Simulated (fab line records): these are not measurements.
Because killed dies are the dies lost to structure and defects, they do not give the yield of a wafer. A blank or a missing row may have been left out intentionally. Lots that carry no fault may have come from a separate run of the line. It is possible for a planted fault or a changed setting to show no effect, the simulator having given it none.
Chamber matching | flow n5-finfet | N5_BEOL_M2_STRIP_66 on rie-diel-04: 3 sister chambers
The step strips in CF4. 16 wafers are shown with their chamber, then 5 later ones without.

== EACH WAFER AND ITS CHAMBER ==
wafer  | chamber | showerhead-plenum-p-Torr (Torr) | throttle-valve-pct (%) | oes-product-au (a.u.)
L074.2 | 3       | 1.72                            | 13.56                  | 0.77
L074.3 | 2       | 1.84                            | 13.66                  | 0.90
L074.5 | 0       | 1.78                            | 13.13                  | 0.77
L080.1 | 2       | 1.84                            | 13.70                  | 0.88
L080.3 | 0       | 1.77                            | 13.16                  | 0.76
L080.6 | 0       | 1.77                            | 13.16                  | 0.77
L084.1 | 0       | 1.77                            | 13.18                  | 0.76
L084.4 | 3       | 1.72                            | 13.60                  | 0.76
L084.6 | 0       | 1.77                            | 13.16                  | 0.76
L085.1 | 0       | 1.77                            | 13.18                  | 0.76
L085.2 | 3       | 1.72                            | 13.60                  | 0.76
L085.4 | 3       | 1.72                            | 13.60                  | 0.75
L089.1 | 0       | 1.77                            | 13.18                  | 0.75
L089.2 | 3       | 1.72                            | 13.62                  | 0.75
L089.6 | 2       | 1.84                            | 13.73                  | 0.86
L091.1 | 3       | 1.72                            | 13.65                  | 0.74

SIGNATURES (means of the wafers above)
reading                  | chamber 0 | chamber 2 | chamber 3 | scatter within a chamber
showerhead-plenum-p-Torr | 1.7714    | 1.8400    | 1.7200    | 0.00257
throttle-valve-pct       | 13.1643   | 13.6967   | 13.6050   | 0.026
oes-product-au           | 0.7614    | 0.8800    | 0.7550    | 0.0112
Rule: a wafer's distance from a chamber is the root of the sum, over the readings, of the square of ((its reading less the chamber's mean) divided by the reading's scatter). If the next closest chamber is less than 2 further off than the closest, the wafer can't be placed; otherwise it belongs to the closest. The scatter: the root of (the sum of the squares of (reading less its chamber's mean) over the shown wafers, divided by (wafers less chambers)).

== WAFERS WITH NO CHAMBER GIVEN ==
wafer  | showerhead-plenum-p-Torr (Torr) | throttle-valve-pct (%) | oes-product-au (a.u.)
L091.4 | 1.84                            | 13.74                  | 0.85
L091.5 | 1.77                            | 13.20                  | 0.74
L093.4 | 1.77                            | 13.21                  | 0.74
L093.6 | 1.77                            | 13.24                  | 0.74
L095.4 | 1.83                            | 13.78                  | 0.82

== WHICH CHAMBER EACH ONE RAN IN ==
wafer  | from the rows above | in truth
L091.4 | 2                   | 2
L091.5 | 0                   | 0
L093.4 | 0                   | 0
L093.6 | 0                   | 0
L095.4 | 2                   | 2
5 of 5 placed correctly. From these rows, 0 cannot be placed. Wrongly placed: 0.
